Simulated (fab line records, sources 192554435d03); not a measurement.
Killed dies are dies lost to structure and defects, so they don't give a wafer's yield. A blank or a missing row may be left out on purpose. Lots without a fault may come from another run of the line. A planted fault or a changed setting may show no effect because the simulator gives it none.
fab line records | flow n5_finfet
record lots=24 wafers=72 last_day=18
route steps=1938 shown BEOL_M0_CUTY@709 BEOL_M0@717
lots that met no fault: from a run of the same line without faults
start_h: hours from the record's first day to the start of the lot's first wafer shown | wait_h: hours since the lot's step before | " the same as in the row above | L1.1+2: a row that stands for several wafers | - no value, or no start given | * or withheld: withheld | < > ~ a bound
route shown NAME@n: a module of which the file shows steps, and the number in the route of the first | usual: mean/standard deviation of fault-free wafers | same: alike in all rows | chamber/n: place in a boat | sites: the reading at each site | _std_site: their standard deviation | _edge_site: outer sites' mean less inner sites' | radius_mm: how far each site lies from the wafer's centre | mask NAME#n: copy n | behind: the tool/chamber that last shaped the wafer | hold: why the lot was held/for how many hours/how that ended | device: the transistor (n, p or np) that didn't switch | end of line: the same wafers' tests at the end of the route | a step without rows: its recipe alone | killed: dies lost to structure and defects at the first sort, not the wafer's yield | map: a wafer's dies, x killed, . not, _ none there
set.NAME: the setting as run; set.NAME@STEP: as run at that earlier step | model.NAME: the simulator's own value behind a step, which no gauge read
steps of the route over a sample of lots; a table a step, a row a wafer
services: from which hour (start_h, from the record's first day; less than 0 if before it) a tool's chamber was out of use, for how many hours, and why
## steps
# step N5_BEOL_M0_CUTY_OVL_MEAS_58
# recipe points_per_wafer=44
# usual M0_ABLK_OVL=0.0/0.73
# columns lot.wafer tool chamber start_h wait_h M0_ABLK_OVL[nm]
L075.3 overlay-01 0 116.33 0.0 0.5
L075.4 " 0 " " 0.3
L075.6 " 0 " " 0.6
L074.2 overlay-02 0 119.17 0.0 0.5
L074.5 " 0 " " 1.0
L074.6 " 0 " " 0.4
L076.1 overlay-01 0 124.06 0.0 0.9
L076.3 " 0 " " -0.1
L076.5 " 0 " " 0.2
L077.1 overlay-01 0 130.07 0.0 -1.1
L077.2 " 0 " " -0.7
L077.3 " 0 " " 0.3
L078.1 overlay-01 0 138.63 0.0 0.1
L078.5 " 0 " " -0.4
L078.6 " 0 " " -0.7
L079.3 overlay-01 0 143.46 0.0 -0.5
L079.5 " 0 " " -0.6
L079.6 " 0 " " 0.0
L080.3 overlay-01 0 148.00 0.0 -0.4
L080.4 " 0 " " -0.3
L080.6 " 0 " " -1.1
L081.3 overlay-01 0 152.40 0.0 -0.2
L081.4 " 0 " " -0.1
L081.5 " 0 " " -0.8
L082.2 overlay-01 0 160.06 0.0 -0.2
L082.3 " 0 " " 0.9
L082.6 " 0 " " 0.0
L083.2 overlay-01 0 165.07 0.0 -0.1
L083.5 " 0 " " 0.0
L083.6 " 0 " " 0.3
L084.1 overlay-02 0 180.25 0.0 0.4
L084.3 " 0 " " -0.6
L084.5 " 0 " " 1.1
L085.1 overlay-02 0 192.25 0.0 0.9
L085.3 " 0 " " 1.8
L085.4 " 0 " " -0.7
L086.2 overlay-02 0 198.10 0.0 -0.7
L086.4 " 0 " " -0.3
L086.5 " 0 " " -0.2
L087.1 overlay-02 0 216.16 0.0 0.1
L087.4 " 0 " " -0.5
L087.5 " 0 " " -0.4
L088.2 overlay-02 0 220.17 0.0 1.7
L088.5 " 0 " " 0.3
L088.6 " 0 " " 0.6
L089.1 overlay-02 0 221.30 0.0 -1.1
L089.4 " 0 " " -0.4
L089.6 " 0 " " -0.5
L091.2 overlay-01 0 222.13 0.0 -0.5
L091.5 " 0 " " 0.9
L091.6 " 0 " " -0.1
L090.2 overlay-02 0 222.45 0.0 0.0
L090.4 " 0 " " -0.4
L090.5 " 0 " " -0.5
L092.4 overlay-01 0 227.02 0.0 0.3
L092.5 " 0 " " 0.9
L092.6 " 0 " " 1.4
L093.1 overlay-02 0 234.83 0.0 -1.3
L093.2 " 0 " " 0.0
L093.6 " 0 " " 0.3
L094.1 overlay-02 0 237.01 0.0 -0.4
L094.4 " 0 " " 0.7
L094.5 " 0 " " 0.6
L095.1 overlay-02 0 247.97 0.0 -0.4
L095.3 " 0 " " -0.3
L095.4 " 0 " " -1.3
L096.3 overlay-01 0 250.60 0.0 -0.6
L096.4 " 0 " " -1.1
L096.6 " 0 " " -0.7
L097.2 overlay-01 0 256.35 0.0 0.7
L097.3 " 0 " " 1.3
L097.5 " 0 " " 1.7
# step N5_BEOL_M0_STRIP_140
# recipe chemistry=CF4 resist=SiARC power_w=300 bias_power_w=75 pressure_mtorr=50 cf4_flow_sccm=150 rf_frequency_hz=6e+07
# usual drypump_motor_current_A=5.6/0.54 oes_product_au=0.78/0.081 rf_vpp_V=271.6/1.7 showerhead_plenum_p_Torr=1.81/0.064 throttle_valve_pct=13.5/0.33
# columns lot.wafer tool chamber start_h wait_h drypump_motor_current_A oes_product_au rf_hours_counter_h rf_vpp_V showerhead_plenum_p_Torr throttle_valve_pct
L075.3 rie_diel-02 2 117.03 0.1 5.4 0.92 20 273.0 1.92 13.1
L075.4 " 0 " " 5.7 0.85 48 271.4 1.76 13.2
L075.6 " 1 " " 6.0 0.73 - 273.2 1.85 13.7
L074.2 rie_diel-06 2 119.94 0.1 6.5 0.69 218 268.9 1.71 14.2
L074.5 " 3 " " 6.6 0.71 - 271.8 1.87 13.9
L074.6 " 0 " " 4.9 0.90 - 274.0 1.91 13.2
L076.1 rie_diel-06 0 125.13 0.1 5.0 0.90 34 274.1 1.91 13.2
L076.3 " 2 " " 6.4 0.69 219 268.1 1.71 14.2
L076.5 " 3 " " 6.6 0.71 - 270.0 1.86 13.9
L077.1 rie_diel-05 3 130.66 0.2 5.3 0.69 224 271.3 1.77 13.6
L077.2 " 2 " " 5.6 0.81 88 272.3 1.80 13.4
L077.3 " 0 " " 5.2 0.82 83 273.0 1.72 13.1
L078.1 rie_diel-06 2 141.44 0.5 6.4 0.69 225 269.4 1.71 14.2
L078.5 " 3 " " 6.6 0.71 - 270.9 1.86 13.9
L078.6 " 0 " " 5.0 0.89 - 275.0 1.90 13.2
L079.3 rie_diel-05 0 145.63 0.1 5.2 0.81 90 269.7 1.72 13.1
L079.5 " 3 " " 5.4 0.69 - 274.3 1.77 13.6
L079.6 " 2 " " 5.6 0.80 - 271.8 1.80 13.4
L080.3 rie_diel-06 0 149.05 0.1 4.9 0.89 43 273.9 1.90 13.2
L080.4 " 1 " " 5.1 0.67 243 272.2 1.77 13.7
L080.6 " 0 " " 5.0 0.89 - 274.2 1.90 13.2
L081.3 rie_diel-02 1 153.67 0.1 6.0 0.72 205 270.7 1.84 13.7
L081.4 " 2 " " 5.3 0.89 31 272.1 1.92 13.1
L081.5 " 2 " " 5.3 0.89 - 272.9 1.92 13.1
L082.2 rie_diel-05 1 161.94 0.1 4.9 0.93 6 273.2 1.78 13.0
L082.3 " 0 " " 5.2 0.80 94 267.9 1.72 13.2
L082.6 " 3 " " 5.4 0.68 - 270.9 1.77 13.6
L083.2 rie_diel-05 0 167.63 0.1 5.2 0.81 96 271.1 1.72 13.2
L083.5 " 3 " " 5.4 0.68 - 269.1 1.76 13.6
L083.6 " 2 " " 5.6 0.79 - 269.9 1.80 13.4
L084.1 rie_diel-06 1 181.26 0.2 5.1 0.65 255 270.6 1.77 13.7
L084.3 " 3 " " 6.6 0.70 217 269.8 1.86 13.9
L084.5 " 0 " " 5.0 0.86 - 273.5 1.90 13.2
L085.1 rie_diel-06 3 194.49 0.1 6.6 0.70 222 271.3 1.86 13.9
L085.3 " 1 " " 5.1 0.65 260 270.0 1.77 13.8
L085.4 " 3 " " 6.6 0.70 - 273.1 1.86 13.9
L086.2 rie_diel-02 2 199.64 0.3 5.4 0.87 46 272.8 1.91 13.2
L086.4 " 1 " " 6.0 0.70 221 272.2 1.84 13.7
L086.5 " 0 " " 5.7 0.80 - 268.5 1.75 13.2
L087.1 rie_diel-02 2 217.36 0.5 5.3 0.86 51 273.6 1.91 13.2
L087.4 " 3 " " 5.8 0.76 125 271.3 1.80 13.4
L087.5 " 3 " " 5.8 0.77 - 270.6 1.80 13.4
L088.2 rie_diel-05 3 220.94 0.4 5.4 0.97 1 270.3 1.76 13.1
L088.5 " 3 " " 5.4 0.96 - 270.1 1.76 13.1
L088.6 " 0 " " 5.3 0.77 - 270.3 1.71 13.2
L089.1 rie_diel-02 3 222.48 0.2 5.8 0.77 127 271.6 1.80 13.4
L089.4 " 0 " " 5.7 0.80 86 270.8 1.75 13.3
L089.6 " 0 " " 5.7 0.80 - 270.5 1.75 13.2
L091.2 rie_diel-06 3 225.69 0.3 6.7 0.70 224 271.1 1.86 13.9
L091.5 " 2 " " 6.5 0.70 - 270.8 1.71 14.2
L091.6 " 3 " " 6.7 0.70 - 271.0 1.86 13.9
L090.2 rie_diel-05 2 225.95 0.2 5.6 0.77 131 273.3 1.79 13.5
L090.4 " 0 " " 5.3 0.78 125 272.6 1.71 13.2
L090.5 " 0 " " 5.3 0.78 - 271.3 1.71 13.2
L092.4 rie_diel-02 3 228.45 0.1 5.7 0.77 130 269.3 1.80 13.4
L092.5 " 2 " " 5.3 0.85 - 273.8 1.91 13.2
L092.6 " 3 " " 5.8 0.78 - 271.7 1.80 13.4
L093.1 rie_diel-06 3 236.01 0.2 6.6 0.69 229 273.1 1.86 14.0
L093.2 " 2 " " 6.5 0.68 240 270.0 1.71 14.2
L093.6 " 0 " " 4.9 0.84 - 272.4 1.90 13.3
L094.1 rie_diel-02 0 240.61 0.1 5.7 0.79 92 269.2 1.75 13.3
L094.4 " 3 " " 5.8 0.76 134 270.9 1.79 13.4
L094.5 " 3 " " 5.8 0.77 - 270.6 1.79 13.4
L095.1 rie_diel-02 2 248.81 0.1 5.3 0.84 63 272.5 1.91 13.2
L095.3 " 3 " " 5.8 0.77 137 271.1 1.79 13.4
L095.4 " 0 " " 5.7 0.80 96 267.5 1.75 13.3
L096.3 rie_diel-06 2 251.30 0.1 6.4 0.68 247 269.0 1.71 14.2
L096.4 " 1 " " 5.1 0.91 4 272.9 1.77 13.2
L096.6 " 0 " " 5.0 0.84 - 273.5 1.89 13.3
L097.2 rie_diel-02 0 258.34 0.2 5.7 0.79 100 271.2 1.75 13.3
L097.3 " 2 " " 5.4 0.83 67 272.9 1.91 13.2
L097.5 " 0 " " 5.7 0.79 - 267.8 1.75 13.3
# step N5_BEOL_M0_DEGAS_112
# recipe ambient=vacuum temp_c=250 time_s=60
# usual heater_power_w=348/18
# same time_s=60
# columns lot.wafer tool chamber start_h wait_h heater_power_w
L075.3 pvd_sputter-03 - 117.89 0.3 331
L075.4 " - " " 347
L075.6 " - " " 315
L074.2 pvd_sputter-02 - 120.58 0.1 333
L074.5 " - " " 354
L074.6 " - " " 350
L076.1 pvd_sputter-03 - 125.99 0.3 357
L076.3 " - " " 344
L076.5 " - " " 340
L077.1 pvd_sputter-01 - 131.74 0.5 324
L077.2 " - " " 334
L077.3 " - " " 337
L078.1 pvd_sputter-03 - 143.46 0.2 359
L078.5 " - " " 352
L078.6 " - " " 323
L079.3 pvd_sputter-02 - 146.81 0.6 331
L079.5 " - " " 348
L079.6 " - " " 349
L080.3 pvd_sputter-01 - 149.77 0.1 337
L080.4 " - " " 336
L080.6 " - " " 341
L081.3 pvd_sputter-01 - 154.63 0.4 327
L081.4 " - " " 339
L081.5 " - " " 338
L082.2 pvd_sputter-01 - 163.56 0.9 372
L082.3 " - " " 340
L082.6 " - " " 331
L083.2 pvd_sputter-01 - 168.19 0.0 336
L083.5 " - " " 382
L083.6 " - " " 333
L084.1 pvd_sputter-03 - 182.58 0.2 345
L084.3 " - " " 350
L084.5 " - " " 322
L085.1 pvd_sputter-03 - 195.67 0.5 334
L085.3 " - " " 347
L085.4 " - " " 359
L086.2 pvd_sputter-03 - 202.85 0.3 365
L086.4 " - " " 326
L086.5 " - " " 374
L087.1 pvd_sputter-02 - 219.50 1.4 347
L087.4 " - " " 343
L087.5 " - " " 349
L088.2 pvd_sputter-03 - 223.40 0.0 354
L088.5 " - " " 325
L088.6 " - " " 348
L089.1 pvd_sputter-03 - 225.50 1.6 377
L089.4 " - " " 356
L089.6 " - " " 321
L091.2 pvd_sputter-02 - 227.28 0.6 356
L091.5 " - " " 346
L091.6 " - " " 341
L090.2 pvd_sputter-03 - 227.28 0.4 373
L090.4 " - " " 323
L090.5 " - " " 355
L092.4 pvd_sputter-03 - 229.38 0.4 370
L092.5 " - " " 354
L092.6 " - " " 328
L093.1 pvd_sputter-02 - 237.34 0.3 352
L093.2 " - " " 347
L093.6 " - " " 353
L094.1 pvd_sputter-01 - 242.37 0.2 338
L094.4 " - " " 334
L094.5 " - " " 372
L095.1 pvd_sputter-03 - 249.63 0.3 354
L095.3 " - " " 346
L095.4 " - " " 372
L096.3 pvd_sputter-03 - 252.07 0.2 355
L096.4 " - " " 372
L096.6 " - " " 328
L097.2 pvd_sputter-02 - 259.84 0.9 352
L097.3 " - " " 334
L097.5 " - " " 350
# step N5_BEOL_M0_ALD_136
# recipe material=TaN target_thk_a=* temp_c=275 ald_precursor_family=PDMAT ald_co_reactant=NH3 pressure_torr=3 carrier_flow_sccm=1500 pulse_time_s=2 purge_time_s=3 co_reactant_purge_time_s=2 co_reactant_pulse_time_s=3 ald_cycles=30 precursor_vessel_temp_c=75 precursor_vessel_pressure_torr=26.25 precursor_vessel_carrier_sccm=1000
# usual heater_power_w=424/59
# columns lot.wafer tool chamber start_h wait_h heater_power_w
L075.3 ald_metal-01 2 118.01 0.1 420
L075.4 " 3 " " 454
L075.6 " 1 " " 530
L074.2 ald_metal-04 1 120.68 0.0 387
L074.5 " 1 " " 371
L074.6 " 0 " " 505
L076.1 ald_metal-01 2 126.09 0.0 408
L076.3 " 3 " " 465
L076.5 " 2 " " 419
L077.1 ald_metal-04 2 131.84 0.0 414
L077.2 " 0 " " 490
L077.3 " 3 " " 366
L078.1 ald_metal-04 3 143.56 0.0 365
L078.5 " 3 " " 378
L078.6 " 1 " " 376
L079.3 ald_metal-03 2 146.91 0.0 383
L079.5 " 1 " " 410
L079.6 " 2 " " 393
L080.3 ald_metal-04 1 149.92 0.1 380
L080.4 " 3 " " 362
L080.6 " 2 " " 412
L081.3 ald_metal-04 3 154.87 0.2 376
L081.4 " 3 " " 378
L081.5 " 1 " " 383
L082.2 ald_metal-04 3 163.67 0.1 357
L082.3 " 2 " " 414
L082.6 " 1 " " 381
L083.2 ald_metal-01 3 168.30 0.0 452
L083.5 " 2 " " 412
L083.6 " 3 " " 452
L084.1 ald_metal-01 2 182.68 0.0 412
L084.3 " 1 " " 536
L084.5 " 1 " " 539
L085.1 ald_metal-04 3 195.77 0.0 373
L085.3 " 2 " " 415
L085.4 " 0 " " 498
L086.2 ald_metal-04 0 203.03 0.1 486
L086.4 " 2 " " 421
L086.5 " 3 " " 359
L087.1 ald_metal-01 3 219.61 0.1 448
L087.4 " 1 " " 537
L087.5 " 3 " " 459
L088.2 ald_metal-03 2 223.73 0.3 399
L088.5 " 3 " " 458
L088.6 " 2 " " 394
L089.1 ald_metal-01 3 225.61 0.0 454
L089.4 " 2 " " 408
L089.6 " 1 " " 545
L091.2 ald_metal-01 2 227.52 0.2 409
L091.5 " 3 " " 448
L091.6 " 1 " " 541
L090.2 ald_metal-03 1 227.60 0.3 416
L090.4 " 0 " " 409
L090.5 " 3 " " 448
L092.4 ald_metal-01 1 229.49 0.0 537
L092.5 " 1 " " 537
L092.6 " 2 " " 418
L093.1 ald_metal-04 2 237.45 0.0 414
L093.2 " 0 " " 491
L093.6 " 3 " " 373
L094.1 ald_metal-01 1 242.47 0.0 527
L094.4 " 0 " " 341
L094.5 " 2 " " 407
L095.1 ald_metal-03 3 249.75 0.1 453
L095.3 " 2 " " 397
L095.4 " 0 " " 412
L096.3 ald_metal-01 2 252.17 0.0 405
L096.4 " 0 " " 330
L096.6 " 0 " " 329
L097.2 ald_metal-04 1 260.08 0.2 385
L097.3 " 2 " " 413
L097.5 " 3 " " 367
# step N5_BEOL_M0_SPUTTER_132
# recipe material=Cu target_thk_a=40 temp_c=-20 chamber_pressure_pa=0.07 power_w=withheld time_s=7.37
# usual throttle_valve_pct=30.0/1.3
# same time_s=7.37
# columns lot.wafer tool chamber start_h wait_h throttle_valve_pct
L075.3 pvd_sputter-01 - 118.78 0.0 29.7
L075.4 " - " " 30.7
L075.6 " - " " 32.5
L074.2 pvd_sputter-02 - 121.34 0.0 30.0
L074.5 " - " " 28.1
L074.6 " - " " 29.9
L076.1 pvd_sputter-02 - 126.78 0.0 30.2
L076.3 " - " " 29.5
L076.5 " - " " 29.7
L077.1 pvd_sputter-01 - 132.90 0.0 29.8
L077.2 " - " " 29.4
L077.3 " - " " 32.7
L078.1 pvd_sputter-01 - 144.62 0.0 30.8
L078.5 " - " " 33.0
L078.6 " - " " 30.7
L079.3 pvd_sputter-03 - 147.42 0.0 29.8
L079.5 " - " " 30.1
L079.6 " - " " 28.5
L080.3 pvd_sputter-01 - 150.43 0.0 29.6
L080.4 " - " " 30.8
L080.6 " - " " 29.3
L081.3 pvd_sputter-02 - 155.75 0.0 28.2
L081.4 " - " " 29.9
L081.5 " - " " 27.9
L082.2 pvd_sputter-03 - 164.23 0.0 28.1
L082.3 " - " " 30.0
L082.6 " - " " 29.9
L083.2 pvd_sputter-01 - 168.81 0.0 29.2
L083.5 " - " " 30.7
L083.6 " - " " 29.1
L084.1 pvd_sputter-03 - 183.34 0.0 29.8
L084.3 " - " " 28.1
L084.5 " - " " 29.6
L085.1 pvd_sputter-03 - 196.34 0.0 29.9
L085.3 " - " " 30.8
L085.4 " - " " 28.3
L086.2 pvd_sputter-03 - 203.83 0.0 31.2
L086.4 " - " " 29.8
L086.5 " - " " 29.7
L087.1 pvd_sputter-02 - 220.70 0.0 28.0
L087.4 " - " " 29.5
L087.5 " - " " 30.3
L088.2 pvd_sputter-01 - 225.61 0.0 29.4
L088.5 " - " " 32.6
L088.6 " - " " 29.3
L089.1 pvd_sputter-03 - 226.26 0.0 30.7
L089.4 " - " " 29.9
L089.6 " - " " 31.1
L091.2 pvd_sputter-03 - 228.16 0.0 28.2
L091.5 " - " " 30.8
L091.6 " - " " 29.9
L090.2 pvd_sputter-03 - 228.60 0.0 28.5
L090.4 " - " " 29.8
L090.5 " - " " 31.1
L092.4 pvd_sputter-03 - 230.00 0.0 31.1
L092.5 " - " " 30.8
L092.6 " - " " 28.1
L093.1 pvd_sputter-02 - 238.26 0.0 29.5
L093.2 " - " " 30.0
L093.6 " - " " 30.7
L094.1 pvd_sputter-03 - 243.33 0.0 28.1
L094.4 " - " " 30.0
L094.5 " - " " 29.8
L095.1 pvd_sputter-03 - 250.87 0.0 28.3
L095.3 " - " " 30.9
L095.4 " - " " 30.7
L096.3 pvd_sputter-03 - 254.60 0.0 31.1
L096.4 " - " " 30.8
L096.6 " - " " 28.1
L097.2 pvd_sputter-02 - 260.79 0.0 29.7
L097.3 " - " " 30.6
L097.5 " - " " 28.2
# step N5_BEOL_M0_CO_CAP_123
# recipe material=Co target_thk_a=20 temp_c=200 precursor=CCTBA/H2 pressure_torr=30 time_s=102.1
# usual heater_power_w=238/17
# same time_s=102.1
# columns lot.wafer tool chamber start_h wait_h heater_power_w
L075.3 cvd_co-01 2 120.07 0.1 261
L075.4 " 0 " " 249
L075.6 " 2 " " 257
L074.2 cvd_co-02 2 122.44 0.0 210
L074.5 " 2 " " 207
L074.6 " 0 " " 238
L076.1 cvd_co-01 0 127.90 0.0 252
L076.3 " 2 " " 252
L076.5 " 2 " " 256
L077.1 cvd_co-02 0 134.02 0.0 238
L077.2 " 2 " " 208
L077.3 " 1 " " 258
L078.1 cvd_co-02 2 145.74 0.0 214
L078.5 " 2 " " 206
L078.6 " 1 " " 247
L079.3 cvd_co-01 0 148.55 0.0 247
L079.5 " 1 " " 227
L079.6 " 2 " " 255
L080.3 cvd_co-01 2 151.53 0.0 257
L080.4 " 0 " " 250
L080.6 " 1 " " 228
L081.3 cvd_co-02 0 156.92 0.1 240
L081.4 " 2 " " 216
L081.5 " 0 " " 232
L082.2 cvd_co-01 2 165.46 0.0 251
L082.3 " 0 " " 260
L082.6 " 0 " " 251
L083.2 cvd_co-02 0 169.92 0.0 238
L083.5 " 0 " " 236
L083.6 " 2 " " 214
L084.1 cvd_co-02 0 184.46 0.0 243
L084.3 " 1 " " 255
L084.5 " 0 " " 234
L085.1 cvd_co-02 0 197.45 0.0 242
L085.3 " 2 " " 207
L085.4 " 0 " " 239
L086.2 cvd_co-02 2 204.93 0.0 210
L086.4 " 1 " " 255
L086.5 " 2 " " 219
L087.1 cvd_co-01 1 221.80 0.0 227
L087.4 " 2 " " 255
L087.5 " 0 " " 257
L088.2 cvd_co-01 1 226.72 0.0 230
L088.5 " 0 " " 251
L088.6 " 1 " " 226
L089.1 cvd_co-02 1 227.53 0.0 251
L089.4 " 1 " " 244
L089.6 " 0 " " 240
L091.2 cvd_co-01 0 229.31 0.0 251
L091.5 " 2 " " 253
L091.6 " 1 " " 227
L090.2 cvd_co-02 0 229.90 0.0 237
L090.4 " 0 " " 241
L090.5 " 2 " " 212
L092.4 cvd_co-02 1 231.14 0.0 250
L092.5 " 2 " " 215
L092.6 " 0 " " 234
L093.1 cvd_co-02 2 240.25 0.0 210
L093.2 " 0 " " 239
L093.6 " 2 " " 213
L094.1 cvd_co-02 1 244.43 0.0 255
L094.4 " 1 " " 249
L094.5 " 0 " " 241
L095.1 cvd_co-02 0 252.10 0.0 241
L095.3 " 1 " " 256
L095.4 " 1 " " 257
L096.3 cvd_co-02 1 256.10 0.0 259
L096.4 " 0 " " 241
L096.6 " 1 " " 247
L097.2 cvd_co-02 1 262.12 0.0 253
L097.3 " 0 " " 238
L097.5 " 0 " " 242
## services
# columns tool chamber start_h hours kind
cvd_co-01 1 114.73 - clean
cvd_co-01 1 114.73 22.0 scheduled_down
cvd_co-01 1 114.73 22.0 vent_cycle
rie_diel-02 0 122.41 2.5 repair
rie_diel-05 1 129.72 - clean
rie_diel-05 1 129.72 - consumable_replace:focus_ring
rie_diel-05 1 129.72 12.8 scheduled_down
rie_diel-05 1 129.72 12.8 vent_cycle
ald_metal-04 0 133.45 46.5 repair
ald_metal-04 - 149.32 0.6 repair
rie_diel-02 0 151.41 1.6 repair
ald_metal-04 2 165.48 - calibration
rie_diel-06 2 168.37 33.9 repair
rie_diel-06 - 195.13 28.1 pm
rie_diel-05 3 198.03 - clean
rie_diel-05 3 198.03 - consumable_replace:focus_ring
cvd_co-01 0 203.85 11.4 repair
ald_metal-01 0 213.13 14.7 repair
rie_diel-06 1 223.23 - clean
rie_diel-06 1 223.23 - consumable_replace:focus_ring
rie_diel-06 1 223.23 18.1 scheduled_down
rie_diel-06 1 223.23 18.1 vent_cycle
rie_diel-05 - 250.18 0.4 repair
ald_metal-01 - 256.01 8.7 pm
## key
fault none
